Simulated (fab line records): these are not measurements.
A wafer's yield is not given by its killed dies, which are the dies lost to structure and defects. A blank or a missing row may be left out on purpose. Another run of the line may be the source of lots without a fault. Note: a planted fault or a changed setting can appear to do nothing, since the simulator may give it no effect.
Matching of chambers    flow n5 finfet    N5_FIN_CUT_ETCH_30 on rie diel-01: 4 sister chambers
The step etches underlayer in N2/H2, target depth 13 nm, time 10.4 s. 14 wafers are shown with their chamber, then 7 later ones without.

## EACH WAFER AND ITS CHAMBER
wafer   chamber  showerhead plenum p Torr (Torr)  drypump motor current A (A)  throttle valve pct (%)
L075.1  2        2.63                             5.7                          18.14
L075.2  3        2.50                             5.4                          17.61
L075.5  3        2.50                             5.4                          17.61
L082.1  0        2.58                             6.5                          17.57
L082.2  2        2.63                             5.7                          17.73
L082.5  3        2.50                             5.4                          17.65
L086.3  2        2.62                             5.7                          17.75
L086.4  2        2.62                             5.7                          17.75
L086.6  0        2.57                             6.4                          17.56
L090.3  1        2.71                             5.8                          17.32
L090.4  2        2.62                             5.8                          17.78
L090.6  1        2.71                             5.8                          17.32
L095.2  3        2.49                             5.4                          17.71
L095.3  0        2.57                             6.5                          17.60

SIGNATURES (means of the wafers above)
reading                   chamber 0  chamber 1  chamber 2  chamber 3  scatter within a chamber
showerhead plenum p Torr  2.5733     2.7100     2.6240     2.4975     0.00512
drypump motor current A   6.467      5.800      5.720      5.400      0.0383
throttle valve pct        17.5767    17.3200    17.8300    17.6450    0.114
Rule: a wafer's distance from a chamber is the root of the sum, over the readings, of the square of ((its reading less the chamber's mean) divided by the reading's scatter). The wafer belongs to the nearest chamber; if the next one is less than 2 further off, it can't be placed. How the scatter is found: for the shown wafers, subtract from each reading the mean of its chamber, square and add these, divide the total by (wafers less chambers), then take the root.

## WAFERS WITH NO CHAMBER GIVEN
wafer   showerhead plenum p Torr (Torr)  drypump motor current A (A)  throttle valve pct (%)
L095.4  2.61                             5.7                          17.77
L096.1  2.57                             6.5                          17.61
L096.3  2.61                             5.7                          17.77
L096.5  2.61                             5.7                          17.79
L097.1  2.61                             5.7                          17.77
L097.2  2.57                             6.4                          17.62
L097.3  2.70                             5.7                          17.34

## EACH ONE'S CHAMBER
wafer   from the rows above  in truth
L095.4  2                    2
L096.1  0                    0
L096.3  2                    2
L096.5  2                    2
L097.1  2                    2
L097.2  0                    0
L097.3  1                    1
Correct placement for 7 of the 7. Can't be placed from these rows: 0. 0 placed wrongly.
